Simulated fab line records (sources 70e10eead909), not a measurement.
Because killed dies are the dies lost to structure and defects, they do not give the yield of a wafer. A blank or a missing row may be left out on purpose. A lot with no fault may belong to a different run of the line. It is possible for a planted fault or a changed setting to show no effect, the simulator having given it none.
fab line records	flow nand-harc
record lots=7	wafers=21	last-day=24
route steps=1159 shown A_CONTACT@888 END@1159
lots untouched by any fault: they come from a run of this same line in which no faults occurred
start-h: hours from the record's opening day to when the first of the lot's shown wafers began	wait-h: hours elapsed since this lot's preceding step	" repeats the value in the row above	L1.1+2: a single row standing in for several wafers	- no value, or no start was given	* or withheld: withheld	< > ~ a bound
route shown NAME@n: a module of which the file shows steps, and the number in the route of the first	usual: mean/standard deviation taken from wafers without a fault	same: alike in all rows	chamber/n: place in a boat	sites: readings site by site	_std_site: their standard deviation	_edge_site: the outer-site mean with the inner-site mean subtracted	radius-mm: for every site, how far away it sits from the centre of the wafer	mask NAME#n: copy n	behind: the most recent tool/chamber to have shaped the wafer	hold: why the lot went on hold/how many hours it stayed there/how the hold came to an end	device: which transistor (n, p or np) failed to switch	end of line: the route-end tests of the same wafers	step lacking rows: just its recipe	killed: not the wafer's yield, but the dies lost to structure and defects at the first sort	map: dies across one wafer; x = killed, . = not, _ = none there
set.NAME: the run value of the setting; set.NAME@STEP: its run value at that earlier step	model.NAME: the simulator's own value behind a step, which no gauge read
lots at selected steps of the route; one table per step, one row per wafer
services: from which hour (start-h, from the record's first day; less than 0 if before it) a tool's chamber was out of use, for how many hours, and why
## steps
# step NHARC_A_CONTACT_COAT_61
# recipe temp-c=260	time-s=75
# step NHARC_A_CONTACT_COAT_62
# recipe temp-c=225	time-s=65
# step NHARC_A_CONTACT_COAT_63
# recipe spin-rpm=1500	resist-thk-nm=90
# step NHARC_A_CONTACT_SOFTBAKE_64
# recipe temp-c=105	time-s=55
# step NHARC_A_CONTACT_EBR_65
# step NHARC_A_CONTACT_EXPOSE_66
# recipe na=1.35	sigma-outer=0.8	dose-mj=59.02	mask-id=A_CC_2
# step NHARC_A_CONTACT_PEB_67
# recipe peb-temp-c=100	peb-time-s=65
# step NHARC_A_CONTACT_DEVELOP_68
# recipe develop-time-s=35	dev-temp-c=23
# step NHARC_A_CONTACT_CD_MEAS_69
# recipe target-cd-nm=200	landing-energy-ev=500
# usual cd-nm=199.8/0.62
lot.wafer	tool	chamber	start-h	wait-h	cd-nm
L979.3	cd-sem-03	0	373.62	-	200.1
L979.4	"	0	"	"	201.4
L979.5	"	0	"	"	200.3
L977.2	cd-sem-02	0	379.54	-	199.0
L977.5	"	0	"	"	199.2
L977.6	"	0	"	"	200.6
L989.2	cd-sem-03	0	454.27	-	199.7
L989.4	"	0	"	"	199.8
L989.6	"	0	"	"	199.6
L992.1	cd-sem-03	0	456.47	-	199.0
L992.2	"	0	"	"	199.6
L992.3	"	0	"	"	199.5
L988.1	cd-sem-03	0	457.61	-	200.6
L988.2	"	0	"	"	199.9
L988.6	"	0	"	"	199.7
L996.2	cd-sem-03	0	486.78	-	198.8
L996.4	"	0	"	"	199.3
L996.6	"	0	"	"	199.8
L998.2	cd-sem-03	0	505.96	-	199.3
L998.3	"	0	"	"	200.5
L998.5	"	0	"	"	199.3
# step NHARC_A_CONTACT_OVL_MEAS_70
# usual overlay-x-nm=-0.1/0.9	overlay-y-nm=0.0/0.98
lot.wafer	tool	chamber	start-h	wait-h	overlay-x-nm	overlay-y-nm
L979.3	overlay-01	-	373.70	-	-0.1	-1.4
L979.4	"	-	"	"	0.3	-1.2
L979.5	"	-	"	"	-0.4	-1.5
L977.2	overlay-02	-	379.62	-	-0.8	-1.3
L977.5	"	-	"	"	-0.4	-0.8
L977.6	"	-	"	"	-0.3	-0.9
L989.2	overlay-01	-	454.36	-	2.0	0.8
L989.4	"	-	"	"	2.2	0.4
L989.6	"	-	"	"	1.9	0.6
L992.1	overlay-02	-	456.56	-	0.8	0.1
L992.2	"	-	"	"	0.8	0.8
L992.3	"	-	"	"	0.3	0.4
L988.1	overlay-02	-	457.69	-	-1.7	-1.5
L988.2	"	-	"	"	-1.7	-1.3
L988.6	"	-	"	"	-1.6	-1.8
L996.2	overlay-02	-	486.86	-	0.5	0.8
L996.4	"	-	"	"	0.8	0.7
L996.6	"	-	"	"	1.0	0.2
L998.2	overlay-02	-	506.04	-	-0.6	-0.9
L998.3	"	-	"	"	-1.1	-1.3
L998.5	"	-	"	"	-0.5	-0.6
# step NHARC_A_CONTACT_INSPECT_71
# usual raw-defect-count=29/15
lot.wafer	tool	chamber	start-h	wait-h	raw-defect-count
L979.3	defect-inspect-01	-	373.74	0.0	24
L979.4	"	-	"	"	26
L979.5	"	-	"	"	16
L977.2	defect-inspect-02	-	379.66	0.0	35
L977.5	"	-	"	"	41
L977.6	"	-	"	"	26
L989.2	defect-inspect-02	-	454.39	0.0	19
L989.4	"	-	"	"	21
L989.6	"	-	"	"	20
L992.1	defect-inspect-02	-	456.60	0.0	34
L992.2	"	-	"	"	30
L992.3	"	-	"	"	24
L988.1	defect-inspect-02	-	457.73	0.0	10
L988.2	"	-	"	"	10
L988.6	"	-	"	"	15
L996.2	defect-inspect-02	-	486.90	0.0	27
L996.4	"	-	"	"	25
L996.6	"	-	"	"	25
L998.2	defect-inspect-02	-	506.08	0.0	44
L998.3	"	-	"	"	40
L998.5	"	-	"	"	36
# step NHARC_A_CONTACT_DESCUM_74
# recipe time-s=3	o2-flow-sccm=200	ar-flow-sccm=0	bias-power-w=0	chemistry=O2
# usual drypump-motor-current-A=5.7/0.47	mfc-ar-sccm=0.007/0.01	oes-product-au=0.995/0.01	rf-vpp-V=57.4/0.93	showerhead-plenum-p-Torr=1.85/0.077	throttle-valve-pct=11.312/0.009
lot.wafer	tool	chamber	start-h	wait-h	drypump-motor-current-A	mfc-ar-sccm	oes-product-au	rf-hours-counter-h	rf-vpp-V	showerhead-plenum-p-Torr	throttle-valve-pct
L979.3	rie-diel-05	3	374.29	0.5	5.6	0.019	0.987	5	58.5	1.99	11.323
L979.4	"	1	"	"	5.2	0	0.995	5	56.1	1.80	11.318
L979.5	"	2	"	"	6.6	0.004	0.997	-	57.5	1.82	11.316
L977.2	rie-diel-02	2	379.73	0.1	5.4	0	0.998	15	56.9	1.99	11.303
L977.6	"	1	"	"	5.9	0	0.994	-	57.8	1.90	11.304
L977.5	"	2	"	"	5.4	0	1.004	-	56.1	1.99	11.313
L989.4	rie-diel-05	3	454.46	0.1	5.7	0.019	0.983	24	58.8	1.99	11.317
L989.2	"	1	"	"	5.2	0	1.004	22	57.3	1.79	11.320
L989.6	"	3	"	"	5.7	0.019	0.988	-	56.6	1.99	11.308
L992.2	rie-diel-05	1	456.66	0.1	5.2	0	0.996	23	57.6	1.79	11.307
L992.1	"	2	"	"	6.7	0.004	0.998	22	57.6	1.81	11.314
L992.3	"	3	"	"	5.6	0.019	0.996	25	58.8	1.99	11.296
L988.1	rie-diel-05	0	457.80	0.1	5.9	0	1.000	25	57.0	1.78	11.332
L988.2	"	2	"	"	6.7	0.004	0.977	23	57.2	1.81	11.321
L988.6	"	3	"	"	5.6	0.019	0.975	-	59.3	1.99	11.319
L996.2	rie-diel-13	2	487.05	0.2	5.7	0.002	0.990	10	56.2	1.82	11.311
L996.4	"	0	"	"	5.1	0	1.010	9	57.6	1.80	11.317
L996.6	"	1	"	"	5.6	0.030	1.003	-	56.8	1.90	11.304
L998.3	rie-diel-13	1	506.23	0.1	5.6	0.030	1.011	17	58.0	1.90	11.313
L998.2	"	0	"	"	5.0	0	1.003	16	56.2	1.80	11.303
L998.5	"	2	"	"	5.6	0.002	0.990	-	57.9	1.81	11.312
# step NHARC_A_CONTACT_ETCH_75
# recipe target-depth-a=390	over-etch-frac=0.3	time-s=65	ion-energy-ev=80	cf4-flow-sccm=150	ar-flow-sccm=0	rf-w=300	bias-w=100	chemistry=CF4
# usual drypump-motor-current-A=5.8/0.49	mfc-ar-sccm=0.006/0.0093	oes-product-au=0.997/0.0093	rf-vpp-V=150.6/1.2	run-length-s=86.0/0.57	showerhead-plenum-p-Torr=1.72/0.066	throttle-valve-pct=13.284/0.0096
lot.wafer	tool	chamber	start-h	wait-h	drypump-motor-current-A	mfc-ar-sccm	oes-product-au	rf-hours-counter-h	rf-vpp-V	run-length-s	showerhead-plenum-p-Torr	throttle-valve-pct
L979.4	rie-diel-05	2	374.46	0.1	6.6	0.004	1.007	5	149.9	86.7	1.69	13.277
L979.3	"	1	"	"	5.2	0	0.992	5	151.1	85.2	1.67	13.288
L979.5	"	2	"	"	6.7	0.004	1.013	-	151.0	87.2	1.69	13.282
L977.2	rie-diel-02	1	379.83	0.1	5.9	0	0.993	16	151.4	86.5	1.76	13.284
L977.5	"	2	"	"	5.4	0	1.012	-	152.3	87.1	1.84	13.299
L977.6	"	3	"	"	5.9	0	1.023	-	151.1	87.0	1.80	13.288
L989.2	rie-diel-05	1	454.55	0.1	5.2	0	1.008	22	150.5	85.3	1.66	13.294
L989.4	"	3	"	"	5.7	0.019	0.977	24	151.2	85.3	1.83	13.277
L989.6	"	0	"	"	5.8	0	1.003	-	147.4	70.9	1.66	13.286
L992.3	rie-diel-05	2	456.75	0.1	6.6	0.004	0.999	22	150.8	86.8	1.68	13.275
L992.2	"	3	"	"	5.7	0.019	0.985	25	152.1	85.7	1.83	13.279
L992.1	"	0	"	"	5.9	0	1.007	25	148.4	71.0	1.66	13.289
L988.2	rie-diel-05	1	457.88	0.1	5.2	0	0.991	23	150.9	85.3	1.66	13.294
L988.1	"	0	"	"	5.9	0	0.995	25	149.0	70.8	1.66	13.282
L988.6	"	2	"	"	6.7	0.004	0.994	-	150.8	86.7	1.68	13.261
L996.4	rie-diel-13	3	487.15	0.1	5.7	0.000	0.990	11	152.2	85.8	1.77	13.285
L996.2	"	0	"	"	5.1	0	1.014	9	150.3	86.4	1.67	13.293
L996.6	"	3	"	"	5.7	0.000	0.987	-	150.9	86.2	1.77	13.284
L998.3	rie-diel-13	3	506.42	0.2	5.7	0.000	0.982	18	150.6	85.8	1.77	13.280
L998.2	"	0	"	"	5.1	0	1.014	16	150.3	86.2	1.67	13.293
L998.5	"	3	"	"	5.7	0.000	0.985	-	152.0	86.6	1.77	13.292
# step NHARC_A_CONTACT_ETCH_76
# recipe target-depth-a=2600	over-etch-frac=0.3	time-s=475.3	ion-energy-ev=200	n2-flow-sccm=150	h2-flow-sccm=150	ar-flow-sccm=0	rf-w=400	bias-w=150	chemistry=N2/H2
# usual drypump-motor-current-A=5.7/0.45	mfc-ar-sccm=0.006/0.0092	oes-product-au=0.996/0.0098	rf-vpp-V=428.8/2.6	run-length-s=496.3/0.5	showerhead-plenum-p-Torr=1.97/0.086	throttle-valve-pct=14.172/0.0094
lot.wafer	tool	chamber	start-h	wait-h	drypump-motor-current-A	mfc-ar-sccm	oes-product-au	rf-hours-counter-h	rf-vpp-V	run-length-s	showerhead-plenum-p-Torr	throttle-valve-pct
L979.4	rie-diel-05	2	-	-	6.6	0.004	1.003	5	427.3	497.0	1.93	14.169
L979.3	"	3	"	"	5.7	0.019	1.001	6	433.5	495.6	2.13	14.169
L979.5	"	2	"	"	6.7	0.004	1.008	-	427.1	496.9	1.93	14.172
L977.2	rie-diel-02	2	-	-	5.4	0	1.014	15	433.1	496.9	2.13	14.167
L977.6	"	1	"	"	6.0	0	0.999	-	430.6	496.5	2.03	14.186
L977.5	"	2	"	"	5.4	0	1.001	-	434.1	496.9	2.13	14.176
L989.2	rie-diel-05	0	-	-	5.9	0	1.003	24	425.1	496.2	1.90	14.168
L989.4	"	1	"	"	5.2	0	0.998	22	428.2	495.4	1.90	14.173
L989.6	"	3	"	"	5.7	0.019	0.985	-	433.7	496.1	2.12	14.166
L992.3	rie-diel-05	3	-	-	5.7	0.019	0.990	25	433.3	495.6	2.12	14.180
L992.1	"	0	"	"	5.9	0	1.013	25	428.0	496.5	1.90	14.159
L992.2	"	2	"	"	6.7	0.004	1.000	23	427.7	496.8	1.93	14.163
L988.1	rie-diel-05	3	-	-	5.7	0.019	0.978	25	434.0	496.1	2.12	14.186
L988.2	"	2	"	"	6.6	0.004	0.988	23	428.2	497.2	1.93	14.184
L988.6	"	3	"	"	5.7	0.019	0.992	-	432.4	495.6	2.12	14.159
L996.2	rie-diel-13	0	-	-	5.1	0	1.009	10	427.8	497.2	1.92	14.168
L996.4	"	2	"	"	5.7	0.002	1.006	10	428.2	496.6	1.93	14.167
L996.6	"	0	"	"	5.1	0	1.017	-	428.2	496.8	1.92	14.192
L998.3	rie-diel-13	2	-	-	5.7	0.002	0.995	19	426.0	496.2	1.93	14.177
L998.2	"	0	"	"	5.1	0	1.006	17	427.2	496.5	1.92	14.160
L998.5	"	3	"	"	5.7	0.000	0.989	-	431.8	496.1	2.04	14.166
# step NHARC_END_SORT_01
# recipe temp-c=25
# usual killed-at-array=27/11	killed-at-other=0.6/0.89	killed-at-periphery=3.0/2.4	killed-dies=31/12	killed-open=3.2/1.6	killed-short=2.0/1.5
# same gross-dies=677
lot.wafer	tool	chamber	start-h	wait-h	killed-at-array	killed-at-other	killed-at-periphery	killed-dies	killed-open	killed-short
L992.2	prober-02	0	517.72	2.8	28	0	1	29	2	3
L992.3	prober-02	0	518.53	3.1	25	1	2	28	2	3
L988.1	prober-02	0	524.76	2.5	16	0	2	18	8	1
L998.3	prober-01	0	565.11	3.1	29	0	5	34	1	0
# killed by level:class
L992.2 A_CHANNEL_HOLE_D1:chamber-film-flake=20 A_STAIRCASE:chamber-film-flake=3 A_WL_FILL:geometric-particle:short=2 P_M2:geometric-particle:open=1 A_ONON_D1:geometric-particle:short=1 A_CONTACT:geometric-particle:open=1 A_WL_FILL:chamber-film-flake=1
L992.3 A_CHANNEL_HOLE_D1:chamber-film-flake=11 A_CONTACT:chamber-film-flake=4 A_STAIRCASE:chamber-film-flake=3 A_M0:chamber-film-flake=3 A_WL_FILL:geometric-particle:short=2 P_CONTACT:geometric-particle:open=1 P_CONTACT:geometric-particle:short=1 A_CHANNEL_FILL_D1:geometric-particle:open=1
L988.1 A_CHANNEL_HOLE_D1:chamber-film-flake=4 A_CHANNEL_FILL_D1:geometric-particle:open=2 A_CONTACT:geometric-particle:open=2 A_CONTACT:chamber-film-flake=2 P_M0:geometric-particle:short=1 A_CHANNEL_HOLE_D1:geometric-particle:open=1 A_WL_FILL:geometric-particle:open=1 A_M0:geometric-particle:open=1
L998.3 A_SLIT:chamber-film-flake=14 A_CHANNEL_HOLE_D1:chamber-film-flake=7 P_CONTACT:chamber-film-flake=3 A_CONTACT:chamber-film-flake=3 A_CHANNEL_FILL_D1:chamber-film-flake=2 A_STAIRCASE:chamber-film-flake=2 A_WL_FILL:geometric-particle:open=1 P_STI:chamber-film-flake=1
## services
tool	chamber	start-h	hours	kind
rie-diel-05	2	358.94	1.9	repair
rie-diel-05	0	374.22	-	clean
rie-diel-05	1	374.22	-	clean
rie-diel-05	2	374.22	-	clean
rie-diel-05	3	374.22	-	clean
rie-diel-02	-	392.47	0.8	repair
rie-diel-05	0	398.72	-	clean
rie-diel-05	1	398.72	-	clean
rie-diel-05	2	398.72	-	clean
rie-diel-05	3	398.72	-	clean
rie-diel-13	1	404.80	1.4	repair
rie-diel-05	0	423.22	-	clean
rie-diel-05	1	423.22	-	clean
rie-diel-05	2	423.22	-	clean
rie-diel-05	3	423.22	-	clean
rie-diel-05	0	447.72	-	clean
rie-diel-05	1	447.72	-	clean
rie-diel-05	2	447.72	-	clean
rie-diel-05	3	447.72	-	clean
rie-diel-13	-	453.05	9.0	pm
rie-diel-05	0	472.34	-	clean
rie-diel-05	1	472.34	-	clean
rie-diel-05	2	472.34	-	clean
rie-diel-02	-	504.89	9.0	pm
## key
first-sign step=NHARC_A_CONTACT_ETCH_75	reading=run-length-s	direction=down	sigmas=26	usual=*	struck=*
effect none on later readings
met-at NHARC_A_CONTACT_ETCH_75
struck-wafers L988.1,L989.6,L992.1
tester-left-out L988,L989,L992
fault kind=process-parameter-drift	tool=rie-diel-05	chamber=0	onset-h=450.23	steps=NHARC_A_CONTACT_ETCH_75	channel=time-s	offset=*	shape=step	end-h=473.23	acts-in=*	stated=*
# tester-left-out: of these lots the tester's yield and bins aren't shown, on N5 and GAA mostly nor the transistor test; their killed dies are dies lost to structure and defects alone, not to doping, threshold or leakage, so they don't give the yield
